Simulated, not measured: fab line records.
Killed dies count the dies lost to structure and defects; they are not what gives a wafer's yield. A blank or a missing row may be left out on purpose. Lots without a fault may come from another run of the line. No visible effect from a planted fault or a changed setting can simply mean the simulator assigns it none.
fab line records / flow n5Finfet
record: lots: 10 wafers: 30 lastDay: 18
route steps=1938 shown BEOL_M13@1710 BEOL_M14@1730
lots that met no fault: from a run of the same line without faults
startH: start of the lot's first displayed wafer, in hours after the record's first day / waitH: how many hours have passed since the lot's step before this one / " same as the row above / L1.1+2: a single row standing in for several wafers / - no value present, or no start provided / * or withheld: withheld / < > ~ a bound
route shown NAME@n: names a module that has steps shown in the file, with the first one's number in the route / usual: average and standard deviation across the fault-free wafers / same: alike in all rows / chamber/n: place in a boat / sites: per-site readings / _std_site: their standard deviation / _edge_site: inner sites' mean taken away from outer sites' mean / radiusMm: how far each site lies from the wafer's centre / mask NAME#n: copy n / behind: tool/chamber where the wafer was last shaped / hold: the reason the lot was held/the length of the hold in hours/how it ended / device: the transistor (n, p or np) that didn't switch / end of line: tests of these same wafers at the route's end / where a step has no rows: the recipe by itself / killed: count of dies lost to structure and defects at first sort (not the wafer's yield) / map: the dies of a wafer, with x for killed, . for not killed, _ for no die there
set.NAME: the run value of the setting; set.NAME@STEP: its run value at that earlier step / model.NAME: the simulator's own value behind a step, which no gauge read
steps of the route over a sample of lots; a table a step, a row a wafer
services: from which hour (startH, from the record's first day; less than 0 if before it) a tool's chamber was out of use, for how many hours, and why
== steps ==
step: N5_BEOL_M13_CMP_49
recipe: stopOn: SiOC tOverpolishS: 17.1 downForcePsi: 1 platenRpm: 50 clearingPlatenDownForcePsi: 1.5 clearingPlatenRpm: 50 postCmpClean: cuAlkaline targetThkNm: 420 clearingPlatenPadVelocityMS: 0.99484 padVelocityMS: 0.99484
usual: barrierFieldEndpointS: 30.7/0.78 edgeZonePressureFrac: 1.000/0.0048 motorCurrentA: 5.8/0.87 overpolishRunS: 17.099/0.0087 slurryFilterDpKPa: 13.49/0.12
lot.wafer=L304.4 tool=cmp-02 chamber=3 startH=247.81 waitH=0.1 barrierFieldEndpointS=30.7 edgeZonePressureFrac=1.007 motorCurrentA=5.7 overpolishRunS=17.109 slurryFilterDpKPa=13.56
lot.wafer=L304.6 tool=cmp-02 chamber=3 startH=247.81 waitH=0.1 barrierFieldEndpointS=30.8 edgeZonePressureFrac=1.011 motorCurrentA=5.5 overpolishRunS=17.092 slurryFilterDpKPa=13.58
lot.wafer=L304.5 tool=cmp-02 chamber=0 startH=247.81 waitH=0.1 barrierFieldEndpointS=31.3 edgeZonePressureFrac=1.000 motorCurrentA=4.9 overpolishRunS=17.113 slurryFilterDpKPa=13.52
lot.wafer=L310.2 tool=cmp-01 chamber=0 startH=300.75 waitH=0.2 barrierFieldEndpointS=30.5 edgeZonePressureFrac=1.004 motorCurrentA=6.5 overpolishRunS=17.095 slurryFilterDpKPa=13.36
lot.wafer=L310.6 tool=cmp-01 chamber=0 startH=300.75 waitH=0.2 barrierFieldEndpointS=30.3 edgeZonePressureFrac=1.004 motorCurrentA=6.5 overpolishRunS=17.108 slurryFilterDpKPa=13.62
lot.wafer=L310.5 tool=cmp-01 chamber=1 startH=300.75 waitH=0.2 barrierFieldEndpointS=31.3 edgeZonePressureFrac=1.006 motorCurrentA=7.0 overpolishRunS=17.111 slurryFilterDpKPa=13.45
lot.wafer=L315.1 tool=cmp-02 chamber=0 startH=315.15 waitH=0.3 barrierFieldEndpointS=30.6 edgeZonePressureFrac=1.003 motorCurrentA=4.8 overpolishRunS=17.092 slurryFilterDpKPa=13.44
lot.wafer=L315.2 tool=cmp-02 chamber=3 startH=315.15 waitH=0.3 barrierFieldEndpointS=30.5 edgeZonePressureFrac=1.004 motorCurrentA=5.7 overpolishRunS=17.095 slurryFilterDpKPa=13.51
lot.wafer=L315.6 tool=cmp-02 chamber=0 startH=315.15 waitH=0.3 barrierFieldEndpointS=30.5 edgeZonePressureFrac=1.006 motorCurrentA=4.5 overpolishRunS=17.095 slurryFilterDpKPa=13.39
lot.wafer=L318.4 tool=cmp-01 chamber=0 startH=332.50 waitH=0.1 barrierFieldEndpointS=30.0 edgeZonePressureFrac=1.000 motorCurrentA=6.5 overpolishRunS=17.099 slurryFilterDpKPa=13.68
lot.wafer=L318.2 tool=cmp-01 chamber=1 startH=332.50 waitH=0.1 barrierFieldEndpointS=30.8 edgeZonePressureFrac=1.001 motorCurrentA=7.3 overpolishRunS=17.098 slurryFilterDpKPa=13.38
lot.wafer=L318.5 tool=cmp-01 chamber=0 startH=332.50 waitH=0.1 barrierFieldEndpointS=30.6 edgeZonePressureFrac=1.000 motorCurrentA=6.3 overpolishRunS=17.090 slurryFilterDpKPa=13.58
lot.wafer=L319.3 tool=cmp-04 chamber=2 startH=336.33 waitH=0.2 barrierFieldEndpointS=30.5 edgeZonePressureFrac=0.996 motorCurrentA=5.1 overpolishRunS=17.104 slurryFilterDpKPa=13.61
lot.wafer=L319.2 tool=cmp-04 chamber=0 startH=336.33 waitH=0.2 barrierFieldEndpointS=29.6 edgeZonePressureFrac=1.003 motorCurrentA=5.6 overpolishRunS=17.110 slurryFilterDpKPa=13.36
lot.wafer=L319.5 tool=cmp-04 chamber=2 startH=336.33 waitH=0.2 barrierFieldEndpointS=31.3 edgeZonePressureFrac=1.002 motorCurrentA=4.8 overpolishRunS=17.098 slurryFilterDpKPa=13.62
lot.wafer=L320.4 tool=cmp-04 chamber=0 startH=355.64 waitH=0.1 barrierFieldEndpointS=31.3 edgeZonePressureFrac=1.001 motorCurrentA=5.2 overpolishRunS=17.091 slurryFilterDpKPa=13.49
lot.wafer=L320.3 tool=cmp-04 chamber=1 startH=355.64 waitH=0.1 barrierFieldEndpointS=32.9 edgeZonePressureFrac=0.995 motorCurrentA=5.2 overpolishRunS=17.107 slurryFilterDpKPa=13.53
lot.wafer=L320.5 tool=cmp-04 chamber=0 startH=355.64 waitH=0.1 barrierFieldEndpointS=31.0 edgeZonePressureFrac=1.002 motorCurrentA=5.4 overpolishRunS=17.101 slurryFilterDpKPa=13.44
lot.wafer=L323.2 tool=cmp-02 chamber=3 startH=372.35 waitH=0.3 barrierFieldEndpointS=29.7 edgeZonePressureFrac=1.008 motorCurrentA=5.5 overpolishRunS=17.103 slurryFilterDpKPa=13.48
lot.wafer=L323.3 tool=cmp-02 chamber=0 startH=372.35 waitH=0.3 barrierFieldEndpointS=30.8 edgeZonePressureFrac=1.005 motorCurrentA=4.6 overpolishRunS=17.109 slurryFilterDpKPa=13.66
lot.wafer=L323.4 tool=cmp-02 chamber=1 startH=372.35 waitH=0.3 barrierFieldEndpointS=30.7 edgeZonePressureFrac=1.007 motorCurrentA=6.3 overpolishRunS=17.087 slurryFilterDpKPa=13.28
lot.wafer=L327.2 tool=cmp-01 chamber=2 startH=390.73 waitH=0.2 barrierFieldEndpointS=31.8 edgeZonePressureFrac=0.995 motorCurrentA=7.8 overpolishRunS=17.087 slurryFilterDpKPa=13.63
lot.wafer=L327.4 tool=cmp-01 chamber=3 startH=390.73 waitH=0.2 barrierFieldEndpointS=30.5 edgeZonePressureFrac=1.008 motorCurrentA=6.4 overpolishRunS=17.104 slurryFilterDpKPa=13.52
lot.wafer=L327.5 tool=cmp-01 chamber=3 startH=390.73 waitH=0.2 barrierFieldEndpointS=31.2 edgeZonePressureFrac=1.005 motorCurrentA=6.1 overpolishRunS=17.096 slurryFilterDpKPa=13.57
lot.wafer=L325.4 tool=cmp-04 chamber=0 startH=393.81 waitH=0.1 barrierFieldEndpointS=29.5 edgeZonePressureFrac=0.994 motorCurrentA=5.4 overpolishRunS=17.099 slurryFilterDpKPa=13.51
lot.wafer=L325.2 tool=cmp-04 chamber=1 startH=393.81 waitH=0.1 barrierFieldEndpointS=30.3 edgeZonePressureFrac=1.007 motorCurrentA=5.3 overpolishRunS=17.100 slurryFilterDpKPa=13.53
lot.wafer=L325.3 tool=cmp-04 chamber=3 startH=393.81 waitH=0.1 barrierFieldEndpointS=29.7 edgeZonePressureFrac=1.005 motorCurrentA=6.2 overpolishRunS=17.108 slurryFilterDpKPa=13.50
lot.wafer=L326.4 tool=cmp-04 chamber=2 startH=396.36 waitH=0.2 barrierFieldEndpointS=31.1 edgeZonePressureFrac=0.993 motorCurrentA=5.0 overpolishRunS=17.083 slurryFilterDpKPa=13.62
lot.wafer=L326.2 tool=cmp-04 chamber=3 startH=396.36 waitH=0.2 barrierFieldEndpointS=29.3 edgeZonePressureFrac=0.997 motorCurrentA=6.5 overpolishRunS=17.118 slurryFilterDpKPa=13.58
lot.wafer=L326.1 tool=cmp-04 chamber=0 startH=396.36 waitH=0.2 barrierFieldEndpointS=29.5 edgeZonePressureFrac=1.001 motorCurrentA=5.4 overpolishRunS=17.113 slurryFilterDpKPa=13.40
step: N5_BEOL_M13_INSPECT_55
recipe: inspectInstrument: darkfield mode: postDep
usual: rawDefectCount: 64/21
lot.wafer=L304.4 tool=defectInspect-01 chamber=- startH=248.26 waitH=0.0 rawDefectCount=40
lot.wafer=L304.5 tool=defectInspect-01 chamber=- startH=248.26 waitH=0.0 rawDefectCount=42
lot.wafer=L304.6 tool=defectInspect-01 chamber=- startH=248.26 waitH=0.0 rawDefectCount=43
lot.wafer=L310.2 tool=defectInspect-01 chamber=- startH=301.20 waitH=0.0 rawDefectCount=53
lot.wafer=L310.5 tool=defectInspect-01 chamber=- startH=301.20 waitH=0.0 rawDefectCount=62
lot.wafer=L310.6 tool=defectInspect-01 chamber=- startH=301.20 waitH=0.0 rawDefectCount=71
lot.wafer=L315.1 tool=defectInspect-01 chamber=- startH=315.60 waitH=0.0 rawDefectCount=62
lot.wafer=L315.2 tool=defectInspect-01 chamber=- startH=315.60 waitH=0.0 rawDefectCount=34
lot.wafer=L315.6 tool=defectInspect-01 chamber=- startH=315.60 waitH=0.0 rawDefectCount=56
lot.wafer=L318.2 tool=defectInspect-01 chamber=- startH=332.95 waitH=0.0 rawDefectCount=61
lot.wafer=L318.4 tool=defectInspect-01 chamber=- startH=332.95 waitH=0.0 rawDefectCount=62
lot.wafer=L318.5 tool=defectInspect-01 chamber=- startH=332.95 waitH=0.0 rawDefectCount=74
lot.wafer=L319.2 tool=defectInspect-02 chamber=- startH=336.74 waitH=0.0 rawDefectCount=65
lot.wafer=L319.3 tool=defectInspect-02 chamber=- startH=336.74 waitH=0.0 rawDefectCount=66
lot.wafer=L319.5 tool=defectInspect-02 chamber=- startH=336.74 waitH=0.0 rawDefectCount=45
lot.wafer=L320.3 tool=defectInspect-02 chamber=- startH=356.12 waitH=0.0 rawDefectCount=58
lot.wafer=L320.4 tool=defectInspect-02 chamber=- startH=356.12 waitH=0.0 rawDefectCount=99
lot.wafer=L320.5 tool=defectInspect-02 chamber=- startH=356.12 waitH=0.0 rawDefectCount=125
lot.wafer=L323.2 tool=defectInspect-01 chamber=- startH=372.80 waitH=0.0 rawDefectCount=41
lot.wafer=L323.3 tool=defectInspect-01 chamber=- startH=372.80 waitH=0.0 rawDefectCount=37
lot.wafer=L323.4 tool=defectInspect-01 chamber=- startH=372.80 waitH=0.0 rawDefectCount=37
lot.wafer=L327.2 tool=defectInspect-01 chamber=- startH=391.18 waitH=0.0 rawDefectCount=55
lot.wafer=L327.4 tool=defectInspect-01 chamber=- startH=391.18 waitH=0.0 rawDefectCount=90
lot.wafer=L327.5 tool=defectInspect-01 chamber=- startH=391.18 waitH=0.0 rawDefectCount=91
lot.wafer=L325.2 tool=defectInspect-01 chamber=- startH=394.26 waitH=0.0 rawDefectCount=81
lot.wafer=L325.3 tool=defectInspect-01 chamber=- startH=394.26 waitH=0.0 rawDefectCount=84
lot.wafer=L325.4 tool=defectInspect-01 chamber=- startH=394.26 waitH=0.0 rawDefectCount=48
lot.wafer=L326.1 tool=defectInspect-01 chamber=- startH=396.80 waitH=0.0 rawDefectCount=69
lot.wafer=L326.2 tool=defectInspect-01 chamber=- startH=396.80 waitH=0.0 rawDefectCount=60
lot.wafer=L326.4 tool=defectInspect-01 chamber=- startH=396.80 waitH=0.0 rawDefectCount=55
step: N5_BEOL_M14_ETCH_59
recipe: chemistry: N2/H2 target: BARC targetDepthA: 890 overetchA: 267 timeS: 67.9 ionEnergyEv: 200 pressureMtorr: 30 sourceW: 840 biasW: 150 n2FlowSccm: 200 h2FlowSccm: 200
usual: drypumpMotorCurrentA: 5.6/0.56 oesProductAu: 0.65/0.039 rfVppV: 522.9/2.1 showerheadPlenumPTorr: 2.50/0.072 throttleValvePct: 17.93/0.24
lot.wafer=L304.4 tool=rieDiel-06 chamber=2 startH=249.16 waitH=0.0 drypumpMotorCurrentA=5.4 oesProductAu=0.69 rfHoursCounterH=120 rfVppV=520.7 showerheadPlenumPTorr=2.45 throttleValvePct=17.74
lot.wafer=L304.5 tool=rieDiel-06 chamber=1 startH=249.16 waitH=0.0 drypumpMotorCurrentA=4.8 oesProductAu=0.62 rfHoursCounterH=- rfVppV=520.9 showerheadPlenumPTorr=2.41 throttleValvePct=17.93
lot.wafer=L304.6 tool=rieDiel-06 chamber=2 startH=249.16 waitH=0.0 drypumpMotorCurrentA=5.4 oesProductAu=0.68 rfHoursCounterH=- rfVppV=522.1 showerheadPlenumPTorr=2.44 throttleValvePct=17.74
lot.wafer=L310.2 tool=rieDiel-06 chamber=2 startH=301.96 waitH=0.0 drypumpMotorCurrentA=5.4 oesProductAu=0.67 rfHoursCounterH=136 rfVppV=519.2 showerheadPlenumPTorr=2.44 throttleValvePct=17.78
lot.wafer=L310.5 tool=rieDiel-06 chamber=0 startH=301.96 waitH=0.0 drypumpMotorCurrentA=6.3 oesProductAu=0.70 rfHoursCounterH=- rfVppV=521.5 showerheadPlenumPTorr=2.46 throttleValvePct=17.89
lot.wafer=L310.6 tool=rieDiel-06 chamber=3 startH=301.96 waitH=0.0 drypumpMotorCurrentA=6.6 oesProductAu=0.66 rfHoursCounterH=- rfVppV=524.2 showerheadPlenumPTorr=2.56 throttleValvePct=18.19
lot.wafer=L315.1 tool=rieDiel-06 chamber=0 startH=316.26 waitH=0.0 drypumpMotorCurrentA=6.3 oesProductAu=0.69 rfHoursCounterH=82 rfVppV=522.0 showerheadPlenumPTorr=2.46 throttleValvePct=17.89
lot.wafer=L315.2 tool=rieDiel-06 chamber=3 startH=316.26 waitH=0.0 drypumpMotorCurrentA=6.6 oesProductAu=0.65 rfHoursCounterH=135 rfVppV=524.4 showerheadPlenumPTorr=2.56 throttleValvePct=18.19
lot.wafer=L315.6 tool=rieDiel-06 chamber=3 startH=316.26 waitH=0.0 drypumpMotorCurrentA=6.6 oesProductAu=0.65 rfHoursCounterH=- rfVppV=525.0 showerheadPlenumPTorr=2.56 throttleValvePct=18.19
lot.wafer=L318.2 tool=rieDiel-02 chamber=2 startH=333.73 waitH=0.0 drypumpMotorCurrentA=5.1 oesProductAu=0.71 rfHoursCounterH=83 rfVppV=521.1 showerheadPlenumPTorr=2.47 throttleValvePct=18.24
lot.wafer=L318.4 tool=rieDiel-02 chamber=3 startH=333.73 waitH=0.0 drypumpMotorCurrentA=5.4 oesProductAu=0.63 rfHoursCounterH=199 rfVppV=526.4 showerheadPlenumPTorr=2.63 throttleValvePct=17.93
lot.wafer=L318.5 tool=rieDiel-02 chamber=1 startH=333.73 waitH=0.0 drypumpMotorCurrentA=5.1 oesProductAu=0.68 rfHoursCounterH=- rfVppV=521.2 showerheadPlenumPTorr=2.46 throttleValvePct=18.00
lot.wafer=L319.2 tool=rieDiel-02 chamber=0 startH=337.52 waitH=0.0 drypumpMotorCurrentA=5.4 oesProductAu=0.60 rfHoursCounterH=210 rfVppV=521.5 showerheadPlenumPTorr=2.52 throttleValvePct=18.18
lot.wafer=L319.3 tool=rieDiel-02 chamber=2 startH=337.52 waitH=0.0 drypumpMotorCurrentA=5.1 oesProductAu=0.70 rfHoursCounterH=85 rfVppV=523.0 showerheadPlenumPTorr=2.47 throttleValvePct=18.23
lot.wafer=L319.5 tool=rieDiel-02 chamber=1 startH=337.52 waitH=0.0 drypumpMotorCurrentA=5.0 oesProductAu=0.68 rfHoursCounterH=- rfVppV=521.1 showerheadPlenumPTorr=2.46 throttleValvePct=18.01
lot.wafer=L320.3 tool=rieDiel-06 chamber=2 startH=356.90 waitH=0.0 drypumpMotorCurrentA=5.4 oesProductAu=0.66 rfHoursCounterH=155 rfVppV=521.4 showerheadPlenumPTorr=2.43 throttleValvePct=17.80
lot.wafer=L320.4 tool=rieDiel-06 chamber=3 startH=356.90 waitH=0.0 drypumpMotorCurrentA=6.6 oesProductAu=0.63 rfHoursCounterH=147 rfVppV=522.9 showerheadPlenumPTorr=2.55 throttleValvePct=18.22
lot.wafer=L320.5 tool=rieDiel-06 chamber=0 startH=356.90 waitH=0.0 drypumpMotorCurrentA=6.2 oesProductAu=0.69 rfHoursCounterH=- rfVppV=521.8 showerheadPlenumPTorr=2.46 throttleValvePct=17.92
lot.wafer=L323.2 tool=rieDiel-03 chamber=1 startH=373.58 waitH=0.0 drypumpMotorCurrentA=6.1 oesProductAu=0.69 rfHoursCounterH=109 rfVppV=524.6 showerheadPlenumPTorr=2.56 throttleValvePct=17.70
lot.wafer=L323.3 tool=rieDiel-03 chamber=0 startH=373.58 waitH=0.0 drypumpMotorCurrentA=5.5 oesProductAu=0.65 rfHoursCounterH=140 rfVppV=527.6 showerheadPlenumPTorr=2.65 throttleValvePct=17.43
lot.wafer=L323.4 tool=rieDiel-03 chamber=3 startH=373.58 waitH=0.0 drypumpMotorCurrentA=6.0 oesProductAu=0.60 rfHoursCounterH=197 rfVppV=524.2 showerheadPlenumPTorr=2.52 throttleValvePct=17.86
lot.wafer=L327.2 tool=rieDiel-02 chamber=2 startH=391.85 waitH=0.0 drypumpMotorCurrentA=5.1 oesProductAu=0.69 rfHoursCounterH=104 rfVppV=519.5 showerheadPlenumPTorr=2.46 throttleValvePct=18.29
lot.wafer=L327.4 tool=rieDiel-02 chamber=0 startH=391.85 waitH=0.0 drypumpMotorCurrentA=5.4 oesProductAu=0.58 rfHoursCounterH=230 rfVppV=522.2 showerheadPlenumPTorr=2.51 throttleValvePct=18.22
lot.wafer=L327.5 tool=rieDiel-02 chamber=1 startH=391.85 waitH=0.0 drypumpMotorCurrentA=5.1 oesProductAu=0.66 rfHoursCounterH=- rfVppV=521.6 showerheadPlenumPTorr=2.45 throttleValvePct=18.04
lot.wafer=L325.2 tool=rieDiel-02 chamber=3 startH=395.12 waitH=0.0 drypumpMotorCurrentA=5.4 oesProductAu=0.62 rfHoursCounterH=219 rfVppV=524.8 showerheadPlenumPTorr=2.62 throttleValvePct=17.96
lot.wafer=L325.3 tool=rieDiel-02 chamber=0 startH=395.12 waitH=0.0 drypumpMotorCurrentA=5.4 oesProductAu=0.58 rfHoursCounterH=232 rfVppV=523.7 showerheadPlenumPTorr=2.51 throttleValvePct=18.19
lot.wafer=L325.4 tool=rieDiel-02 chamber=1 startH=395.12 waitH=0.0 drypumpMotorCurrentA=5.0 oesProductAu=0.66 rfHoursCounterH=118 rfVppV=521.4 showerheadPlenumPTorr=2.45 throttleValvePct=18.04
lot.wafer=L326.1 tool=rieDiel-06 chamber=0 startH=397.54 waitH=0.0 drypumpMotorCurrentA=6.3 oesProductAu=0.67 rfHoursCounterH=110 rfVppV=521.7 showerheadPlenumPTorr=2.45 throttleValvePct=17.93
lot.wafer=L326.2 tool=rieDiel-06 chamber=3 startH=397.54 waitH=0.0 drypumpMotorCurrentA=6.6 oesProductAu=0.63 rfHoursCounterH=160 rfVppV=524.8 showerheadPlenumPTorr=2.55 throttleValvePct=18.24
lot.wafer=L326.4 tool=rieDiel-06 chamber=2 startH=397.54 waitH=0.0 drypumpMotorCurrentA=5.4 oesProductAu=0.65 rfHoursCounterH=166 rfVppV=522.1 showerheadPlenumPTorr=2.43 throttleValvePct=17.82
step: N5_BEOL_M14_PEB_26
recipe: pebTempC: 130 pebTimeS: 90
usual: heaterPowerTotalW: 172.4/0.74 plateTempC: 129.95/0.14
lot.wafer=L304.4 tool=lithoTrack-05 chamber=0 startH=249.89 waitH=0.0 heaterPowerTotalW=172.7 plateTempC=130.09
lot.wafer=L304.5 tool=lithoTrack-05 chamber=0 startH=249.89 waitH=0.0 heaterPowerTotalW=171.6 plateTempC=130.11
lot.wafer=L304.6 tool=lithoTrack-05 chamber=0 startH=249.89 waitH=0.0 heaterPowerTotalW=171.0 plateTempC=130.03
lot.wafer=L310.2 tool=lithoTrack-05 chamber=0 startH=302.57 waitH=0.0 heaterPowerTotalW=171.9 plateTempC=129.82
lot.wafer=L310.5 tool=lithoTrack-05 chamber=0 startH=302.57 waitH=0.0 heaterPowerTotalW=172.5 plateTempC=129.72
lot.wafer=L310.6 tool=lithoTrack-05 chamber=0 startH=302.57 waitH=0.0 heaterPowerTotalW=172.9 plateTempC=129.69
lot.wafer=L315.1 tool=lithoTrack-02 chamber=0 startH=316.87 waitH=0.1 heaterPowerTotalW=173.1 plateTempC=129.96
lot.wafer=L315.2 tool=lithoTrack-02 chamber=0 startH=316.87 waitH=0.1 heaterPowerTotalW=172.9 plateTempC=129.82
lot.wafer=L315.6 tool=lithoTrack-02 chamber=0 startH=316.87 waitH=0.1 heaterPowerTotalW=172.0 plateTempC=129.79
lot.wafer=L318.2 tool=lithoTrack-02 chamber=0 startH=334.34 waitH=0.0 heaterPowerTotalW=172.2 plateTempC=130.11
lot.wafer=L318.4 tool=lithoTrack-02 chamber=0 startH=334.34 waitH=0.0 heaterPowerTotalW=171.1 plateTempC=130.29
lot.wafer=L318.5 tool=lithoTrack-02 chamber=0 startH=334.34 waitH=0.0 heaterPowerTotalW=173.4 plateTempC=130.19
lot.wafer=L319.2 tool=lithoTrack-05 chamber=0 startH=338.26 waitH=0.0 heaterPowerTotalW=171.9 plateTempC=130.11
lot.wafer=L319.3 tool=lithoTrack-05 chamber=0 startH=338.26 waitH=0.0 heaterPowerTotalW=174.0 plateTempC=129.78
lot.wafer=L319.5 tool=lithoTrack-05 chamber=0 startH=338.26 waitH=0.0 heaterPowerTotalW=172.2 plateTempC=129.79
lot.wafer=L320.3 tool=lithoTrack-05 chamber=0 startH=357.53 waitH=0.0 heaterPowerTotalW=169.5 plateTempC=129.01
lot.wafer=L320.4 tool=lithoTrack-05 chamber=0 startH=357.53 waitH=0.0 heaterPowerTotalW=170.9 plateTempC=128.83
lot.wafer=L320.5 tool=lithoTrack-05 chamber=0 startH=357.53 waitH=0.0 heaterPowerTotalW=169.8 plateTempC=129.06
lot.wafer=L323.2 tool=lithoTrack-05 chamber=0 startH=374.32 waitH=0.0 heaterPowerTotalW=170.2 plateTempC=128.93
lot.wafer=L323.3 tool=lithoTrack-05 chamber=0 startH=374.32 waitH=0.0 heaterPowerTotalW=169.5 plateTempC=128.72
lot.wafer=L323.4 tool=lithoTrack-05 chamber=0 startH=374.32 waitH=0.0 heaterPowerTotalW=170.3 plateTempC=129.05
lot.wafer=L327.2 tool=lithoTrack-02 chamber=0 startH=392.59 waitH=0.0 heaterPowerTotalW=173.0 plateTempC=130.00
lot.wafer=L327.4 tool=lithoTrack-02 chamber=0 startH=392.59 waitH=0.0 heaterPowerTotalW=172.6 plateTempC=129.96
lot.wafer=L327.5 tool=lithoTrack-02 chamber=0 startH=392.59 waitH=0.0 heaterPowerTotalW=172.4 plateTempC=129.78
lot.wafer=L325.2 tool=lithoTrack-04 chamber=0 startH=395.73 waitH=0.0 heaterPowerTotalW=172.2 plateTempC=130.06
lot.wafer=L325.3 tool=lithoTrack-04 chamber=0 startH=395.73 waitH=0.0 heaterPowerTotalW=172.2 plateTempC=130.14
lot.wafer=L325.4 tool=lithoTrack-04 chamber=0 startH=395.73 waitH=0.0 heaterPowerTotalW=170.8 plateTempC=129.89
lot.wafer=L326.1 tool=lithoTrack-02 chamber=0 startH=398.15 waitH=0.1 heaterPowerTotalW=172.6 plateTempC=129.86
lot.wafer=L326.2 tool=lithoTrack-02 chamber=0 startH=398.15 waitH=0.1 heaterPowerTotalW=172.4 plateTempC=129.89
lot.wafer=L326.4 tool=lithoTrack-02 chamber=0 startH=398.15 waitH=0.1 heaterPowerTotalW=173.1 plateTempC=129.79
step: N5_BEOL_M14_CD_MEAS_28
recipe: targetCdNm: 284.4 landingEnergyEv: 500 detector: seInlens
usual: cdNm: 283.4/1.5
lot.wafer=L304.4 tool=cdSem-01 chamber=0 startH=250.01 waitH=- cdNm=281.7
lot.wafer=L304.5 tool=cdSem-01 chamber=0 startH=250.01 waitH=- cdNm=281.8
lot.wafer=L304.6 tool=cdSem-01 chamber=0 startH=250.01 waitH=- cdNm=281.3
lot.wafer=L310.2 tool=cdSem-02 chamber=0 startH=302.69 waitH=- cdNm=283.5
lot.wafer=L310.5 tool=cdSem-02 chamber=0 startH=302.69 waitH=- cdNm=283.6
lot.wafer=L310.6 tool=cdSem-02 chamber=0 startH=302.69 waitH=- cdNm=281.9
lot.wafer=L315.1 tool=cdSem-03 chamber=0 startH=316.98 waitH=- cdNm=283.4
lot.wafer=L315.2 tool=cdSem-03 chamber=0 startH=316.98 waitH=- cdNm=284.1
lot.wafer=L315.6 tool=cdSem-03 chamber=0 startH=316.98 waitH=- cdNm=283.6
lot.wafer=L318.2 tool=cdSem-01 chamber=0 startH=334.46 waitH=- cdNm=283.5
lot.wafer=L318.4 tool=cdSem-01 chamber=0 startH=334.46 waitH=- cdNm=283.4
lot.wafer=L318.5 tool=cdSem-01 chamber=0 startH=334.46 waitH=- cdNm=285.4
lot.wafer=L319.2 tool=cdSem-01 chamber=0 startH=338.38 waitH=- cdNm=283.0
lot.wafer=L319.3 tool=cdSem-01 chamber=0 startH=338.38 waitH=- cdNm=285.8
lot.wafer=L319.5 tool=cdSem-01 chamber=0 startH=338.38 waitH=- cdNm=283.3
lot.wafer=L320.3 tool=cdSem-03 chamber=0 startH=357.65 waitH=- cdNm=278.2
lot.wafer=L320.4 tool=cdSem-03 chamber=0 startH=357.65 waitH=- cdNm=277.7
lot.wafer=L320.5 tool=cdSem-03 chamber=0 startH=357.65 waitH=- cdNm=279.7
lot.wafer=L323.2 tool=cdSem-03 chamber=0 startH=374.43 waitH=- cdNm=276.3
lot.wafer=L323.3 tool=cdSem-03 chamber=0 startH=374.43 waitH=- cdNm=276.0
lot.wafer=L323.4 tool=cdSem-03 chamber=0 startH=374.43 waitH=- cdNm=276.0
lot.wafer=L327.2 tool=cdSem-01 chamber=0 startH=392.70 waitH=- cdNm=283.7
lot.wafer=L327.4 tool=cdSem-01 chamber=0 startH=392.70 waitH=- cdNm=282.1
lot.wafer=L327.5 tool=cdSem-01 chamber=0 startH=392.70 waitH=- cdNm=281.8
lot.wafer=L325.2 tool=cdSem-01 chamber=0 startH=395.85 waitH=- cdNm=283.2
lot.wafer=L325.3 tool=cdSem-01 chamber=0 startH=395.85 waitH=- cdNm=285.9
lot.wafer=L325.4 tool=cdSem-01 chamber=0 startH=395.85 waitH=- cdNm=283.8
lot.wafer=L326.1 tool=cdSem-02 chamber=0 startH=398.27 waitH=- cdNm=282.5
lot.wafer=L326.2 tool=cdSem-02 chamber=0 startH=398.27 waitH=- cdNm=282.8
lot.wafer=L326.4 tool=cdSem-02 chamber=0 startH=398.27 waitH=- cdNm=283.3
== services ==
tool=cmp-02 chamber=- startH=236.73 hours=2.3 kind=repair
tool=rieDiel-06 chamber=3 startH=237.05 hours=5.0 kind=repair
tool=cmp-02 chamber=- startH=263.21 hours=4.0 kind=pm
tool=cmp-02 chamber=- startH=267.21 hours=- kind=consumableReplace:conditioner
tool=cmp-02 chamber=- startH=267.21 hours=- kind=consumableReplace:pad
tool=cmp-04 chamber=- startH=289.99 hours=2.2 kind=pm
tool=cmp-04 chamber=- startH=295.23 hours=1.3 kind=repair
tool=cmp-01 chamber=- startH=302.21 hours=1.4 kind=repair
tool=rieDiel-03 chamber=3 startH=307.60 hours=7.1 kind=repair
tool=cmp-04 chamber=- startH=332.19 hours=4.0 kind=pm
tool=rieDiel-02 chamber=3 startH=335.50 hours=4.8 kind=repair
tool=cmp-04 chamber=- startH=336.19 hours=- kind=consumableReplace:conditioner
tool=cmp-04 chamber=- startH=336.19 hours=- kind=consumableReplace:pad
tool=cmp-04 chamber=- startH=350.68 hours=1.3 kind=repair
tool=rieDiel-06 chamber=2 startH=362.62 hours=4.0 kind=repair
tool=rieDiel-03 chamber=0 startH=379.04 hours=8.9 kind=repair
== key ==
firstSign: step: N5_BEOL_M14_PEB_26 reading: plateTempC direction: down sigmas: 7.1 usual: * struck: *
effect: step: N5_BEOL_M14_PEB_26 reading: heaterPowerTotalW direction: down sigmas: 3.2 usual: * struck: *
effect: step: N5_BEOL_M14_CD_MEAS_28 reading: cdNm direction: down sigmas: 4.2 usual: 283.4 struck: 277.3
metAt N5_BEOL_M14_PEB_26
struckLots L320,L323
notActingAt N5_BEOL_M13_CMP_49,N5_BEOL_M13_INSPECT_55,N5_BEOL_M14_ETCH_59
onsetBetween 338.26 357.53
earlierFault: kind: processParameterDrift tool: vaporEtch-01 chamber: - onsetH: 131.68 steps: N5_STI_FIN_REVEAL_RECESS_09 channel: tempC offset: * shape: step actsIn: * stated: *
earlierFault: kind: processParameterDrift tool: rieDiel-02 chamber: 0 onsetH: 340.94 steps: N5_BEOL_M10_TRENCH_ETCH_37 channel: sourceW offset: 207 shape: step actsIn: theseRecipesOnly stated: 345
fault: kind: processParameterDrift tool: lithoTrack-05 chamber: - onsetH: 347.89 steps: N5_BEOL_M14_PEB_26 channel: pebTempC offset: * shape: step actsIn: * stated: *
